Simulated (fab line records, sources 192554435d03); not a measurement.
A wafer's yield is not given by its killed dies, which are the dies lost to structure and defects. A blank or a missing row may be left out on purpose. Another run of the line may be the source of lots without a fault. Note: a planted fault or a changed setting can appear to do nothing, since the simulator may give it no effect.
fab line records	flow n5Finfet
record lots=6	wafers=18	lastDay=17
route steps=1938 shown BEOL_M11@1553 PASSIVATION@1936
lots untouched by any fault: they come from a run of this same line in which no faults occurred
startH: hours from the record's first day to the start of the lot's first wafer shown	waitH: hours from the lot's prior step to this one	" unchanged from the row above	L1.1+2: a single row standing in for several wafers	- either no value or no given start	* or withheld: withheld	< > ~ a bound
route shown NAME@n: NAME is a module with steps in the file, n the number in the route of the first one	usual: mean and standard deviation over wafers with no fault	same: alike in all rows	chamber/n: place in a boat	sites: per-site readings	_std_site: the values' standard deviation	_edge_site: mean of outer sites minus mean of inner sites	radiusMm: for every site, how far away it sits from the centre of the wafer	mask NAME#n: copy n	behind: the most recent tool/chamber to have shaped the wafer	hold: the reason the lot was held/the length of the hold in hours/how it ended	device: whichever transistor did not switch (one of n, p or np)	end of line: the route-end tests of the same wafers	step lacking rows: just its recipe	killed: count of dies lost to structure and defects at first sort (not the wafer's yield)	map: the dies of a wafer, with x for killed, . for not killed, _ for no die there
set.NAME: the run value of the setting; set.NAME@STEP: its run value at that earlier step	model.NAME: the simulator's own value behind a step, which no gauge read
a table for each step, a row for each wafer; lots at some steps of the route
services: a tool's chamber out of use, with start hour (startH, from the record's first day; less than 0 if before it), hours out, and reason
## steps
# step N5_BEOL_M11_ETCH_61
# recipe chemistry=CF4	target=SiARC	targetDepthA=390	maskMaterial=CAR-ArF	timeS=65	ionEnergyEv=80	pressureMtorr=40	sourceW=545	biasW=36	Ar_flow_sccm=100	cf4FlowSccm=100	ends=cleared
# usual drypumpMotorCurrentA=5.8/0.48	etchRfOnTimeS=65.0/1.1	oesProductAu=0.69/0.07	rfFwdPowerW=538.3/2.3	rfVppV=183.7/1.3	showerheadPlenumPTorr=2.12/0.065	throttleValvePct=15.48/0.17
lot.wafer	tool	chamber	startH	waitH	drypumpMotorCurrentA	etchRfOnTimeS	oesProductAu	rfFwdPowerW	rfHoursCounterH	rfVppV	showerheadPlenumPTorr	throttleValvePct
L820.1	rieDiel-01	1	283.53	0.0	5.8	66.3	0.61	540.4	183	181.9	2.05	15.40
L820.2	"	3	"	"	4.7	66.2	0.66	543.1	124	182.4	2.06	15.44
L820.6	"	2	"	"	5.0	65.2	0.66	539.3	-	181.5	2.07	15.41
L821.1	rieDiel-02	1	286.29	0.0	6.0	64.3	0.77	539.2	34	184.2	2.09	15.44
L821.2	"	3	"	"	5.6	65.9	0.58	541.4	236	184.6	2.19	15.73
L821.3	"	2	"	"	6.0	64.5	0.75	545.0	45	183.7	2.09	15.55
L826.2	rieDiel-06	0	314.66	0.0	5.8	63.5	0.76	538.1	53	181.8	2.09	15.34
L826.4	"	1	"	"	6.6	65.8	0.71	537.2	-	184.7	2.24	15.58
L826.5	"	3	"	"	5.9	64.6	0.68	537.1	-	181.7	2.07	15.37
L827.1	rieDiel-02	2	318.15	0.0	6.0	64.3	0.74	537.9	56	183.6	2.09	15.57
L827.2	"	1	"	"	6.1	64.8	0.74	538.3	45	183.9	2.09	15.47
L827.5	"	2	"	"	6.0	64.8	0.74	540.0	-	182.9	2.09	15.56
L832.2	rieDiel-06	3	352.29	0.0	5.9	63.6	0.68	540.1	105	182.0	2.07	15.41
L832.3	"	0	"	"	5.8	63.9	0.73	537.1	66	183.2	2.08	15.36
L832.6	"	2	"	"	5.7	64.0	0.80	539.6	-	181.0	2.10	15.03
L830.1	rieDiel-01	2	356.52	0.0	4.9	63.9	0.66	535.9	125	181.8	2.07	15.47
L830.2	"	3	"	"	4.7	64.9	0.65	539.7	148	182.1	2.05	15.51
L830.5	"	1	"	"	5.8	64.6	0.61	540.0	-	182.0	2.04	15.45
# step N5_BEOL_M11_ETCH_62
# recipe chemistry=N2/H2	target=SOC	targetDepthA=1100	overetchA=220	maskMaterial=SiARC	tempC=40	timeS=165	ionEnergyEv=200	pressureMtorr=30	sourceW=840	biasW=150	n2FlowSccm=200	h2FlowSccm=200
# usual drypumpMotorCurrentA=5.8/0.48	oesProductAu=0.68/0.065	rfFwdPowerW=836.9/2.6	rfVppV=523.1/2.5	showerheadPlenumPTorr=2.52/0.082	throttleValvePct=17.70/0.2
lot.wafer	tool	chamber	startH	waitH	drypumpMotorCurrentA	oesProductAu	rfFwdPowerW	rfHoursCounterH	rfVppV	showerheadPlenumPTorr	throttleValvePct
L820.1	rieDiel-01	1	283.58	0.0	5.8	0.62	837.5	183	519.6	2.43	17.63
L820.2	"	3	"	"	4.7	0.67	834.1	124	521.1	2.45	17.67
L820.6	"	2	"	"	4.9	0.66	840.9	-	522.4	2.46	17.70
L821.1	rieDiel-02	1	286.34	0.0	6.1	0.76	833.1	34	521.8	2.48	17.61
L821.2	"	3	"	"	5.6	0.57	835.4	236	524.7	2.62	18.01
L821.3	"	2	"	"	6.0	0.75	835.6	45	522.2	2.48	17.71
L826.2	rieDiel-06	0	314.71	0.0	5.8	0.74	836.1	53	522.0	2.47	17.49
L826.4	"	1	"	"	6.6	0.71	839.4	-	526.6	2.67	17.85
L826.5	"	3	"	"	5.9	0.68	837.2	-	520.9	2.46	17.61
L827.1	rieDiel-02	2	318.20	0.0	6.0	0.73	833.8	56	521.0	2.47	17.73
L827.2	"	1	"	"	6.0	0.74	833.6	45	522.0	2.47	17.61
L827.5	"	2	"	"	6.0	0.73	836.1	-	520.9	2.47	17.75
L832.2	rieDiel-06	3	352.34	0.0	5.9	0.67	835.3	105	521.0	2.45	17.62
L832.3	"	0	"	"	5.8	0.72	836.4	66	522.0	2.47	17.51
L832.6	"	2	"	"	5.7	0.78	838.3	-	522.3	2.50	17.31
L830.1	rieDiel-01	2	356.57	0.0	4.9	0.65	836.6	125	521.5	2.46	17.72
L830.2	"	3	"	"	4.6	0.64	838.6	148	520.9	2.44	17.72
L830.5	"	1	"	"	5.8	0.61	837.2	-	521.2	2.42	17.66
# step N5_BEOL_M11_STRIP_68
# recipe chemistry=N2/H2	tempC=40	n2FlowSccm=200	h2FlowSccm=200	rfFrequencyHz=6e+07
# step N5_BEOL_M11_STRIP_67
# recipe chemistry=CF4	resist=SiARC	powerW=300	biasPowerW=75	pressureMtorr=50	cf4FlowSccm=150	rfFrequencyHz=6e+07
# usual drypumpMotorCurrentA=5.8/0.48	oesProductAu=0.81/0.077	rfVppV=270.6/1.4	showerheadPlenumPTorr=1.77/0.053	throttleValvePct=13.45/0.18
lot.wafer	tool	chamber	startH	waitH	drypumpMotorCurrentA	oesProductAu	rfHoursCounterH	rfVppV	showerheadPlenumPTorr	throttleValvePct
L820.1	rieDiel-01	1	283.73	0.0	5.8	0.73	183	269.5	1.72	13.43
L820.2	"	3	"	"	4.7	0.79	124	269.1	1.73	13.44
L820.6	"	2	"	"	4.9	0.78	-	271.3	1.74	13.40
L821.1	rieDiel-02	1	286.49	0.0	6.0	0.90	34	270.7	1.75	13.37
L821.2	"	3	"	"	5.6	0.68	236	272.6	1.83	13.74
L821.3	"	2	"	"	6.0	0.88	45	268.4	1.76	13.50
L826.2	rieDiel-06	0	314.86	0.0	5.8	0.87	54	271.1	1.75	13.31
L826.4	"	1	"	"	6.6	0.84	-	273.7	1.87	13.55
L826.5	"	3	"	"	5.9	0.81	-	270.5	1.74	13.36
L827.1	rieDiel-02	2	318.35	0.0	6.0	0.87	56	269.3	1.76	13.52
L827.2	"	1	"	"	6.1	0.88	45	269.5	1.74	13.39
L827.5	"	2	"	"	6.0	0.86	-	270.3	1.76	13.56
L832.2	rieDiel-06	3	352.48	0.0	5.9	0.80	106	270.6	1.73	13.37
L832.3	"	0	"	"	5.8	0.85	67	269.4	1.74	13.33
L832.6	"	2	"	"	5.6	0.92	-	269.6	1.76	12.98
L830.1	rieDiel-01	2	356.71	0.0	4.9	0.76	125	270.7	1.74	13.45
L830.2	"	3	"	"	4.7	0.77	148	270.4	1.73	13.48
L830.5	"	1	"	"	5.8	0.72	-	268.3	1.71	13.47
# step N5_BEOL_M11_HM_OPEN_17
# recipe chemistry=Cl2/BCl3	targetDepthA=200	overetchA=60	target=TiN	maskMaterial=SOC	ionEnergyEv=150	pressureMtorr=10	icpW=1000	biasW=126	Cl2_flow_sccm=53.25	bcl3FlowSccm=21.75	Ar_flow_sccm=25
# usual drypumpMotorCurrentA=5.8/0.48	oesProductAu=0.66/0.09	rfFwdPowerW=992.5/3	throttleValvePct=22.06/0.15
lot.wafer	tool	chamber	startH	waitH	drypumpMotorCurrentA	oesProductAu	rfFwdPowerW	rfHoursCounterH	throttleValvePct
L820.1	rieMetal-03	1	283.77	0.0	5.2	0.57	991.6	89	22.09
L820.2	"	0	"	"	5.8	0.59	988.4	74	22.28
L820.6	"	1	"	"	5.1	0.57	989.9	-	22.07
L821.1	rieMetal-03	1	286.53	0.0	5.2	0.58	993.2	89	22.04
L821.2	"	0	"	"	5.8	0.60	995.0	74	22.27
L821.3	"	1	"	"	5.1	0.58	994.6	-	22.05
L826.2	rieMetal-03	1	314.90	0.0	5.1	0.57	992.1	92	22.07
L826.4	"	0	"	"	5.8	0.59	992.4	-	22.26
L826.5	"	0	"	"	5.8	0.60	996.3	-	22.26
L827.1	rieMetal-01	0	318.39	0.0	6.0	0.62	997.2	69	22.18
L827.2	"	1	"	"	5.2	0.84	995.9	0	21.83
L827.5	"	1	"	"	5.2	0.83	994.7	-	21.86
L832.2	rieMetal-02	0	352.55	0.1	6.3	0.73	993.7	-	21.90
L832.3	"	0	"	"	6.3	0.75	987.2	-	21.89
L832.6	"	0	"	"	6.3	0.74	988.8	-	21.91
L830.1	rieMetal-02	0	356.75	0.0	6.3	0.74	992.3	16	21.90
L830.2	"	0	"	"	6.4	0.75	992.3	-	21.90
L830.5	"	0	"	"	6.3	0.75	992.5	-	21.90
# step N5_BEOL_M11_STRIP_19
# recipe chemistry=O2	powerW=400	tempC=40	pressureMtorr=30	rfFrequencyHz=6e+07	biasPowerW=0	overashFraction=0.2	o2FlowSccm=225
# usual drypumpMotorCurrentA=5.7/0.51	oesProductAu=0.80/0.084	rfVppV=3.6/0.61	showerheadPlenumPTorr=2.07/0.062	throttleValvePct=16.58/0.16
lot.wafer	tool	chamber	startH	waitH	drypumpMotorCurrentA	oesProductAu	rfHoursCounterH	rfVppV	showerheadPlenumPTorr	throttleValvePct
L820.1	rieDiel-01	1	283.98	0.2	5.8	0.72	183	3.0	2.00	16.47
L820.2	"	0	"	"	5.7	0.71	183	4.4	2.17	16.89
L820.6	"	3	"	"	4.7	0.79	-	5.0	2.02	16.56
L821.1	rieDiel-02	2	286.65	0.1	6.0	0.88	45	4.0	2.05	16.65
L821.2	"	1	"	"	6.0	0.91	34	3.8	2.04	16.52
L821.3	"	3	"	"	5.6	0.68	237	4.0	2.15	16.81
L826.2	rieDiel-06	1	315.01	0.1	6.6	0.83	84	2.5	2.20	16.66
L826.4	"	3	"	"	5.9	0.79	-	3.0	2.03	16.49
L826.5	"	1	"	"	6.6	0.83	-	3.3	2.20	16.63
L827.1	rieDiel-06	3	318.52	0.1	5.9	0.79	94	3.7	2.03	16.48
L827.2	"	1	"	"	6.6	0.84	85	3.2	2.20	16.68
L827.5	"	0	"	"	5.8	0.87	-	3.7	2.05	16.48
L832.2	rieDiel-01	3	352.75	0.2	4.7	0.77	147	3.8	2.02	16.60
L832.3	"	1	"	"	5.8	0.71	206	3.6	1.99	16.51
L832.6	"	0	"	"	5.8	0.70	-	3.2	2.16	16.91
L830.1	rieDiel-01	3	356.99	0.2	4.7	0.77	148	3.2	2.02	16.61
L830.2	"	1	"	"	5.8	0.70	207	3.5	1.99	16.49
L830.5	"	0	"	"	5.8	0.71	-	2.4	2.16	16.94
# step N5_BEOL_M11_CD_MEAS_18
# recipe pitchNm=140	targetCdNm=70
# usual cdNm=69.9/0.47
lot.wafer	tool	chamber	startH	waitH	cdNm
L820.1	cdSem-03	-	284.05	0.0	70.8
L820.2	"	-	"	"	69.8
L820.6	"	-	"	"	70.6
L821.1	cdSem-02	-	286.72	0.0	69.9
L821.2	"	-	"	"	70.2
L821.3	"	-	"	"	69.3
L826.2	cdSem-02	-	315.08	0.1	69.7
L826.4	"	-	"	"	69.8
L826.5	"	-	"	"	69.9
L827.1	cdSem-03	-	318.59	0.0	69.5
L827.2	"	-	"	"	70.0
L827.5	"	-	"	"	69.6
L832.2	cdSem-01	-	352.82	0.1	70.6
L832.3	"	-	"	"	69.9
L832.6	"	-	"	"	70.4
L830.1	cdSem-01	-	357.06	0.0	70.2
L830.2	"	-	"	"	69.8
L830.5	"	-	"	"	70.3
# step N5_BEOL_M11_COAT_63
# recipe resist=SOC	tempC=250	timeS=60	spinRpm=1500	resistThkNm=100
# step N5_BEOL_M11_COAT_64
# recipe resist=SiARC	tempC=220	timeS=60	spinRpm=1500	resistThkNm=30
# step N5_BEOL_M11_COAT_22
# recipe resist=CAR-ArF	spinRpm=1500	resistThkNm=90
# step N5_BEOL_M11_EBR_24
# recipe solvent=PGMEA	ebrWidthMm=1.5
# step N5_BEOL_M11_SOFTBAKE_23
# recipe tempC=110	timeS=60	resist=CAR-ArF
# step N5_BEOL_M11_EXPOSE_25
# recipe maskId=V10	na=1.35	sourceShape=annular	sigmaInner=0.5	sigmaOuter=0.8	polarization=unpolarized	doseMj=85.5
lot.wafer	tool	chamber	startH	waitH	mask	model.BEOL_M11.overlayXNm
L820.1+2+6	arfiScanner-03	0	285.60	-	V10#0	-0.8
L821.1+2+3	arfiScanner-02	0	287.07	-	V10#0	0
L826.2+4+5	arfiScanner-03	0	315.41	-	V10#0	6
L827.1+2+5	arfiScanner-03	0	322.16	-	V10#0	6
L832.2+3+6	arfiScanner-01	0	355.01	-	V10#0	0
L830.1+2+5	arfiScanner-01	0	359.68	-	V10#0	0.4
# step N5_BEOL_M11_PEB_26
# recipe pebTempC=withheld	pebTimeS=60	resist=CAR-ArF
# step N5_BEOL_M11_DEVELOP_27
# recipe developTimeS=30	developer=TMAH	resist=CAR-ArF	rinseLiquid=diw	dry=airSpin	devTempC=23
# step N5_BEOL_M11_CD_MEAS_28
# recipe targetCdNm=70	landingEnergyEv=500	detector=seInlens	polarity=opening
# usual cdNm=70.0/0.96
lot.wafer	tool	chamber	startH	waitH	cdNm
L820.1	cdSem-03	0	285.73	-	70.6
L820.2	"	0	"	"	69.5
L820.6	"	0	"	"	69.6
L821.1	cdSem-01	0	287.20	-	69.4
L821.2	"	0	"	"	69.0
L821.3	"	0	"	"	70.1
L826.2	cdSem-02	0	315.53	-	70.0
L826.4	"	0	"	"	69.4
L826.5	"	0	"	"	70.6
L827.1	cdSem-01	0	322.30	-	69.2
L827.2	"	0	"	"	67.2
L827.5	"	0	"	"	68.7
L832.2	cdSem-01	0	355.14	-	71.5
L832.3	"	0	"	"	71.5
L832.6	"	0	"	"	70.7
L830.1	cdSem-03	0	359.81	-	70.4
L830.2	"	0	"	"	70.9
L830.5	"	0	"	"	70.7
# step N5_BEOL_M11_OVL_MEAS_29
# recipe pointsPerWafer=44
# usual V10_OVL=-0.1/0.63
lot.wafer	tool	chamber	startH	waitH	V10_OVL[nm]
L820.1	overlay-01	0	285.76	0.0	0.0
L820.2	"	0	"	"	-1.6
L820.6	"	0	"	"	-1.2
L821.1	overlay-02	0	287.23	0.0	0.9
L821.2	"	0	"	"	-0.5
L821.3	"	0	"	"	0.7
L826.2	overlay-01	0	315.56	0.0	5.5
L826.4	"	0	"	"	6.1
L826.5	"	0	"	"	5.6
L827.1	overlay-01	0	322.33	0.0	6.0
L827.2	"	0	"	"	5.5
L827.5	"	0	"	"	5.7
L832.2	overlay-02	0	355.16	0.0	0.2
L832.3	"	0	"	"	0.0
L832.6	"	0	"	"	0.7
L830.1	overlay-01	0	359.85	0.0	1.0
L830.2	"	0	"	"	0.6
L830.5	"	0	"	"	0.6
# step N5_BEOL_M11_INSPECT_30
# recipe mode=adi	inspectInstrument=brightfield
# usual rawDefectCount=471/110
lot.wafer	tool	chamber	startH	waitH	rawDefectCount
L820.1	defectInspect-02	-	285.79	0.0	501
L820.2	"	-	"	"	569
L820.6	"	-	"	"	461
L821.1	defectInspect-02	-	287.25	0.0	418
L821.2	"	-	"	"	464
L821.3	"	-	"	"	379
L826.2	defectInspect-01	-	315.58	0.0	458
L826.4	"	-	"	"	428
L826.5	"	-	"	"	515
L827.1	defectInspect-01	-	322.35	0.0	409
L827.2	"	-	"	"	402
L827.5	"	-	"	"	261
L832.2	defectInspect-01	-	355.19	0.0	479
L832.3	"	-	"	"	479
L832.6	"	-	"	"	375
L830.1	defectInspect-01	-	359.87	0.0	487
L830.2	"	-	"	"	522
L830.5	"	-	"	"	413
# step N5_PASSIVATION_PROBE_49
# usual defectLimitedYield=91.3/1.4	killed_at_M0_to_M3=35/11	killed_at_M4_up=14/5.4	killedAtContacts=12/6.2	killedAtFrontEnd=38/11	killedAtOther=4.1/2.8	killedDies=103/17	killedOpen=66/13	killedShort=34/8.2	sort_bin_5_function=5.1/0.89	sort_bin_6_memory=3.3/0.72	sort_bin_8_speed=0.00/0.0099	sortNPass=1077/17	sortYieldPct=91.3/1.4
# same grossDies=1180	killedAtBackSide=0	sort_bin_4_leakage[%]=0
lot.wafer	tool	chamber	startH	waitH	defectLimitedYield[%]	killed_at_M0_to_M3	killed_at_M4_up	killedAtContacts	killedAtFrontEnd	killedAtOther	killedDies	killedOpen	killedShort	sort_bin_5_function[%]	sort_bin_6_memory[%]	sort_bin_8_speed[%]	sortNPass	sortYieldPct[%]
L821.1	prober-02	-	334.09	0.0	92.5	22	14	6	39	8	89	49	36	4.2	2.6	0	1091	92.5
L821.2	prober-02	-	334.14	0.1	92.0	26	10	18	35	5	94	62	30	4.4	3.5	0	1086	92.0
L821.3	prober-02	-	334.19	0.1	90.9	34	12	19	36	6	107	77	29	5.4	3.5	0	1073	90.9
L820.1	prober-01	-	334.77	0.0	93.1	23	9	16	28	5	81	47	32	3.7	3.1	0	1099	93.1
L820.2	prober-01	-	334.82	0.1	90.7	37	7	13	49	4	110	71	38	5.7	3.3	0	1070	90.7
L820.6	prober-01	-	335.02	0.3	92.6	28	10	12	34	3	87	54	31	4.5	2.7	0	1093	92.6
L826.2	prober-02	-	358.07	0.1	93.6	26	8	8	33	1	76	49	26	4.2	2.0	0	1104	93.6
L826.4	prober-02	-	358.17	0.2	91.4	34	8	14	42	3	101	59	40	4.5	3.6	0	1079	91.4
L826.5	prober-02	-	358.22	0.2	92.8	33	8	6	36	2	85	59	26	4.2	3.0	0	1095	92.8
L827.1	prober-01	-	358.57	0.0	91.7	40	17	14	21	6	98	71	26	4.5	3.6	0	1082	91.7
L827.2	prober-01	-	358.62	0.1	93.0	41	11	8	19	4	83	57	25	4.2	2.6	0	1097	93.0
L827.5	prober-01	-	358.77	0.2	91.5	34	12	16	37	1	100	76	23	5.3	3.1	0.08	1080	91.5
L832.2	prober-02	-	395.98	0.1	90.5	52	14	12	28	6	112	78	31	4.9	4.2	0	1068	90.5
L832.3	prober-02	-	396.03	0.1	88.3	68	12	20	27	11	138	91	46	6.9	4.1	0	1042	88.3
L832.6	prober-02	-	396.18	0.3	90.8	41	27	14	21	6	109	76	32	5.8	2.9	0	1071	90.8
L830.1	prober-02	-	410.95	0.0	90.8	25	10	7	66	1	109	81	26	5.3	3.6	0	1071	90.8
L830.2	prober-02	-	411.00	0.1	90.3	49	5	3	58	0	115	87	25	5.7	3.8	0	1065	90.3
L830.5	prober-02	-	411.15	0.2	92.3	31	6	6	46	2	91	59	30	5.1	2.5	0	1089	92.3
# killed by level:class
L821.1 GATE_CUT:geometricParticle:short=10 STI_FIN_REVEAL:geometricParticle:open=7 MIM_TOP_ETCH:geometricParticle:open=6 FIN_SAQP:geometricParticle:short=5 BEOL_M1:geometricParticle:open=5 DUMMY_GATE:geometricParticle:open=4 BEOL_M4:geometricParticle:short=4 MOL_CONTACT_COAG:geometricParticle:open=4
L821.2 MOL_CONTACT_COAG:geometricParticle:open=14 BEOL_M3:geometricParticle:open=10 FIN_SAQP:geometricParticle:short=8 STI_FIN_REVEAL:geometricParticle:open=8 BEOL_M4:geometricParticle:open=5 BEOL_M1:geometricParticle:open=4 BEOL_M1:geometricParticle:short=4 BEOL_M2:geometricParticle:open=4
L821.3 MOL_CONTACT_COAG:geometricParticle:open=16 BEOL_M2:geometricParticle:open=10 FIN_SAQP:geometricParticle:open=8 BEOL_M3:geometricParticle:open=8 STI_FIN_REVEAL:geometricParticle:open=7 BEOL_M1:geometricParticle:open=7 DUMMY_GATE:geometricParticle:open=6 GATE_CUT:geometricParticle:short=4
L820.1 MOL_CONTACT_COAG:geometricParticle:open=11 FIN_SAQP:geometricParticle:open=9 BEOL_M0_SAQP:geometricParticle:short=6 MOL_CONTACT_COAG:geometricParticle:short=5 BEOL_M3:geometricParticle:open=5 BEOL_M3:geometricParticle:short=4 BEOL_M4:geometricParticle:open=4 FIN_SAQP:geometricParticle:short=3
L820.2 STI_FIN_REVEAL:geometricParticle:open=15 MOL_CONTACT_COAG:geometricParticle:open=11 BEOL_M0_SAQP:geometricParticle:open=10 FIN_SAQP:geometricParticle:open=9 GATE_CUT:geometricParticle:short=6 BEOL_M0_SAQP:geometricParticle:short=6 BEOL_M3:geometricParticle:short=6 BEOL_M1:geometricParticle:open=5
L820.6 FIN_SAQP:geometricParticle:short=12 MOL_CONTACT_COAG:geometricParticle:open=8 BEOL_M0_SAQP:geometricParticle:open=7 BEOL_M3:geometricParticle:open=6 BEOL_M4:geometricParticle:open=6 BEOL_M1:geometricParticle:open=5 MOL_CONTACT_COAG:geometricParticle:short=4 FIN_SAQP:geometricParticle:open=3
L826.2 FIN_SAQP:geometricParticle:short=8 STI_FIN_REVEAL:geometricParticle:open=7 FIN_SAQP:geometricParticle:open=6 BEOL_M2:geometricParticle:open=6 BEOL_M3:geometricParticle:open=5 MOL_CONTACT_COAG:geometricParticle:open=4 MOL_CONTACT_COAG:geometricParticle:short=4 BEOL_M1:geometricParticle:short=4
L826.4 BEOL_M2:geometricParticle:open=13 FIN_SAQP:geometricParticle:short=11 MOL_CONTACT_COAG:geometricParticle:open=10 FIN_SAQP:geometricParticle:open=9 GATE_CUT:geometricParticle:short=8 STI_FIN_REVEAL:geometricParticle:open=6 BEOL_M0_SAQP:geometricParticle:short=6 BEOL_M3:geometricParticle:open=4
L826.5 BEOL_M2:geometricParticle:open=12 FIN_SAQP:geometricParticle:short=10 BEOL_M3:geometricParticle:open=8 MOL_CONTACT_COAG:geometricParticle:open=6 STI_FIN_REVEAL:geometricParticle:open=5 BEOL_M0:geometricParticle:open=5 STI_FIN_REVEAL:geometricParticle:short=4 BEOL_M0_SAQP:geometricParticle:open=4
L827.1 MOL_CONTACT_COAG:geometricParticle:open=11 BEOL_M0_SAQP:geometricParticle:open=9 BEOL_M2:geometricParticle:open=9 BEOL_M0_SAQP:geometricParticle:short=7 FIN_SAQP:geometricParticle:open=6 BEOL_M4:geometricParticle:open=6 BEOL_M1:geometricParticle:open=5 BEOL_M5:geometricParticle:open=5
L827.2 BEOL_M1:geometricParticle:open=9 BEOL_M3:geometricParticle:open=8 BEOL_M2:geometricParticle:open=7 MOL_CONTACT_COAG:geometricParticle:open=6 BEOL_M0_SAQP:geometricParticle:short=6 BEOL_M0_SAQP:geometricParticle:open=5 BEOL_M4:geometricParticle:open=4 FIN_SAQP:geometricParticle:short=3
L827.5 MOL_CONTACT_COAG:geometricParticle:open=14 BEOL_M2:geometricParticle:open=12 STI_FIN_REVEAL:geometricParticle:open=10 FIN_SAQP:geometricParticle:open=6 DUMMY_GATE:geometricParticle:open=5 BEOL_M0_SAQP:geometricParticle:short=5 BEOL_M1:geometricParticle:open=4 BEOL_M3:geometricParticle:open=4
L832.2 BEOL_M0_SAQP:geometricParticle:open=14 BEOL_M0_SAQP:geometricParticle:short=11 MOL_CONTACT_COAG:geometricParticle:open=11 FIN_SAQP:geometricParticle:open=9 BEOL_M4:geometricParticle:open=9 BEOL_M1:geometricParticle:open=8 BEOL_M1:geometricParticle:short=5 FIN_SAQP:geometricParticle:short=4
L832.3 MOL_CONTACT_COAG:geometricParticle:open=18 BEOL_M0_SAQP:geometricParticle:open=17 BEOL_M0_SAQP:geometricParticle:short=13 BEOL_M1:geometricParticle:open=12 FIN_SAQP:geometricParticle:short=10 BEOL_M2:geometricParticle:open=10 BEOL_M3:geometricParticle:open=8 FIN_SAQP:geometricParticle:open=5
L832.6 BEOL_M4:geometricParticle:open=14 MOL_CONTACT_COAG:geometricParticle:open=12 BEOL_M1:geometricParticle:open=9 BEOL_M0_SAQP:geometricParticle:open=8 BEOL_M0_SAQP:geometricParticle:short=6 BEOL_M4:geometricParticle:short=6 BEOL_M3:geometricParticle:open=5 FIN_SAQP:geometricParticle:open=4
L830.1 STI_FIN_REVEAL:geometricParticle:open=27 FIN_SAQP:geometricParticle:open=12 BEOL_M3:geometricParticle:open=11 FIN_SAQP:geometricParticle:short=10 MOL_CONTACT_COAG:geometricParticle:open=5 BEOL_M0_SAQP:geometricParticle:open=4 BEOL_M7:geometricParticle:open=3 STI_FIN_REVEAL:geometricParticle:short=3
L830.2 FIN_SAQP:geometricParticle:open=23 BEOL_M3:geometricParticle:open=20 BEOL_M1:geometricParticle:open=10 STI_FIN_REVEAL:geometricParticle:open=9 FIN_SAQP:geometricParticle:short=7 DUMMY_GATE:geometricParticle:open=7 BEOL_M0_SAQP:geometricParticle:open=7 BEOL_M0_SAQP:geometricParticle:short=5
L830.5 FIN_SAQP:geometricParticle:open=16 BEOL_M3:geometricParticle:open=9 BEOL_M1:geometricParticle:open=8 GATE_CUT:geometricParticle:short=8 STI_FIN_REVEAL:geometricParticle:open=6 MOL_CONTACT_COAG:geometricParticle:open=6 BEOL_M0_SAQP:geometricParticle:short=6 DUMMY_GATE:geometricParticle:open=5
## services
tool	chamber	startH	hours	kind
arfiScanner-02	-	268.38	0.8	pm
rieMetal-01	1	270.51	18.7	repair
rieMetal-03	-	274.06	0.4	repair
rieDiel-06	-	276.05	14.6	pm
arfiScanner-03	-	278.32	1.0	pm
rieDiel-02	-	279.98	0.2	repair
arfiScanner-02	-	281.98	1.3	pm
arfiScanner-03	-	286.94	1.0	pm
arfiScanner-03	-	298.05	0.8	pm
arfiScanner-01	-	299.87	1.0	pm
rieMetal-02	1	304.85	9.7	repair
rieDiel-06	2	307.59	1.2	repair
rieDiel-06	2	308.94	-	clean
rieDiel-02	0	316.35	5.3	repair
arfiScanner-02	-	323.95	1.0	pm
arfiScanner-01	-	330.91	1.3	pm
arfiScanner-03	-	333.02	1.0	repair
rieDiel-06	2	335.32	3.3	repair
arfiScanner-01	-	336.40	1.0	pm
arfiScanner-02	-	340.30	17.3	pm
arfiScanner-01	-	351.39	1.0	repair
rieMetal-02	1	352.32	6.1	repair
rieMetal-03	1	354.43	3.3	repair
arfiScanner-01	-	356.18	0.8	pm
## key
firstSign step=N5_BEOL_M11_OVL_MEAS_29	reading=V10_OVL	direction=up	sigmas=9.3	usual=-0.1	struck=5.7
effect none on later readings
modelEffect step=N5_BEOL_M11_EXPOSE_25	value=BEOL_M11.overlayXNm	without=-0.1	struck=6
metAt N5_BEOL_M11_EXPOSE_25
struckWafers L826.2,L826.4,L826.5,L827.1,L827.2,L827.5
onsetBetween 285.60 315.41
alsoFits N5_BEOL_M11_STRIP_19:rieDiel-06
fault kind=scannerMatchingOverlay	tool=arfiScanner-03	chamber=-	onsetH=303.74	steps=N5_BEOL_M11_EXPOSE_25	offset=6.0527
